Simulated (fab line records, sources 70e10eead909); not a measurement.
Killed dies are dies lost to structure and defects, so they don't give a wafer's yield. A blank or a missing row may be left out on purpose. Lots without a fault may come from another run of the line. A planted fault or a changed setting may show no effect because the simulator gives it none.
Which tool did it? | flow nand_harc | 7 lots, 21 wafers sampled, at 3 steps of a route of 1302

WHAT THE GAUGES READ, wafer by wafer
NHARC_A_ONON_D1_THK_MEAS_02: measures by ellipsometry.
lot  | measured     | on            | thk_nm (nm)
L958 | day 8 07:47  | film_metro-02 | 1006 1003 1004
L962 | day 9 18:33  | film_metro-01 | 1001 1001 1003
L964 | day 10 15:12 | film_metro-02 | 1009 1009 1009
L966 | day 11 06:02 | film_metro-01 | 999 998 1000
L969 | day 12 15:54 | film_metro-01 | 1013 1012 1012
L973 | day 14 15:41 | film_metro-01 | 999 997 1000
L977 | day 16 03:35 | film_metro-02 | 1004 395 1004

WHICH TOOL RAN EACH LOT (tool, then ch and the chambers of the sampled wafers, then the start)
lot  | NHARC_A_ZERO_WELL_RTA_16         | NHARC_A_ONON_D1_DEP_00
L958 | rtp_anneal-01 ch 0, day 7 11:21  | pecvd_onon-04 ch 0, day 8 07:16
L962 | rtp_anneal-02 ch 0, day 8 19:49  | pecvd_onon-01 ch 0, day 9 18:06
L964 | rtp_anneal-01 ch 0, day 9 15:35  | pecvd_onon-02 ch 0, day 10 14:41
L966 | rtp_anneal-02 ch 0, day 10 08:56 | pecvd_onon-01 ch 0, day 11 05:32
L969 | rtp_anneal-01 ch 0, day 11 19:34 | pecvd_onon-04 ch 0, day 12 15:27
L973 | rtp_anneal-02 ch 0, day 13 15:41 | pecvd_onon-01 ch 0, day 14 15:10
L977 | rtp_anneal-02 ch 0, day 15 05:34 | pecvd_onon-01 ch 0, day 16 03:08
- NHARC_A_ZERO_WELL_RTA_16: time 10 s.
- NHARC_A_ONON_D1_DEP_00: target thk 1000 nm.

THE ANSWER, worked out from the rows above alone
Rule: what is usual is taken from the lots themselves. Put in order of their means at a reading, lots are off if they are a third of the lots or fewer, leave a main group of 4 or more, and stand apart from it by a gap of 3 or more times the standard deviation of the main group's means; of several such gaps the widest counts. A main group whose means are all the same, to the digits that the tables above print for the reading, isn't used. A lot without any number at a reading at which 4 lots or more have one is off too. The other lots that the step has rows for count as sound.
Off: L977, at NHARC_A_ONON_D1_THK_MEAS_02 (thk_nm). The main group: mean 1004 nm, standard deviation 5.1.
A tool fits if, at a process step before that reading, it ran every lot that is off, and no sound lot after the first of them. The gauges at NHARC_A_ONON_D1_THK_MEAS_02 are tried like those tools. Can't be told from this: 3 tools fit, rtp_anneal-02 at NHARC_A_ZERO_WELL_RTA_16, pecvd_onon-01 at NHARC_A_ONON_D1_DEP_00, film_metro-02 at NHARC_A_ONON_D1_THK_MEAS_02.

WHAT THE SIMULATOR HAD PUT IN
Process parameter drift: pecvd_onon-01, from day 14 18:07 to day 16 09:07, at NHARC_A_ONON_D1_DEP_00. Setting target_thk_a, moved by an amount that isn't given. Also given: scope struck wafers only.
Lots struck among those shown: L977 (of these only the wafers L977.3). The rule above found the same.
